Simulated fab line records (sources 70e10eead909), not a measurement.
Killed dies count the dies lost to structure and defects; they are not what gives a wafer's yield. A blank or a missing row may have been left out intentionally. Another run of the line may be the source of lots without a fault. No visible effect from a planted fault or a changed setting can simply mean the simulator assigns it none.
Chamber matching | flow nand harc | cmp-01 running NHARC_A_SGD_CUT_CMP_21: 4 sister chambers
The step polishes, target thk 148.19 nm. 4 wafers are shown with their chamber, then 10 later ones without.

## WAFERS PAIRED WITH THEIR CHAMBERS
wafer  | chamber | motor current A (A)
L084.1 | 0       | 11.1
L084.4 | 3       | 12.8
L086.2 | 2       | 12.4
L086.5 | 1       | 12.6

## WAFERS WITH NO CHAMBER GIVEN
wafer  | motor current A (A)
L086.6 | 10.7
L090.1 | 10.8
L090.2 | 13.8
L090.5 | 10.5
L096.3 | 12.4
L096.4 | 13.9
L096.5 | 13.6
L097.3 | 11.8
L097.5 | 11.0
L097.6 | 13.2

## THE CHAMBER EACH PASSED THROUGH
wafer  | from the rows above               | in truth
L086.6 | 0                                 | 0
L090.1 | 0                                 | 0
L090.2 | can't be placed: 3 or 1 or 2      | 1
L090.5 | 0                                 | 0
L096.3 | can't be placed: 2 or 1 or 3      | 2
L096.4 | can't be placed: 3 or 1 or 2      | 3
L096.5 | can't be placed: 3 or 1 or 2      | 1
L097.3 | can't be placed: 2 or 0 or 1 or 3 | 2
L097.5 | 0                                 | 0
L097.6 | can't be placed: 3 or 1 or 2      | 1
Correct placement for 4 of the 10. Can't be placed from these rows: 6 (the true chamber is among the candidates in 6). Wrongly placed: 0.
How it was worked out, from the rows above alone: a wafer's distance from a chamber is the root of the sum, over the readings, of the square of ((its reading less the chamber's mean) divided by the reading's scatter). If the next closest chamber is less than 2 further off than the closest, the wafer can't be placed; otherwise it belongs to the closest. A chamber's mean is the mean of its shown wafers. The scatter: root of mean squared gap, hidden wafer to nearest shown wafer, with one shown wafer a chamber.
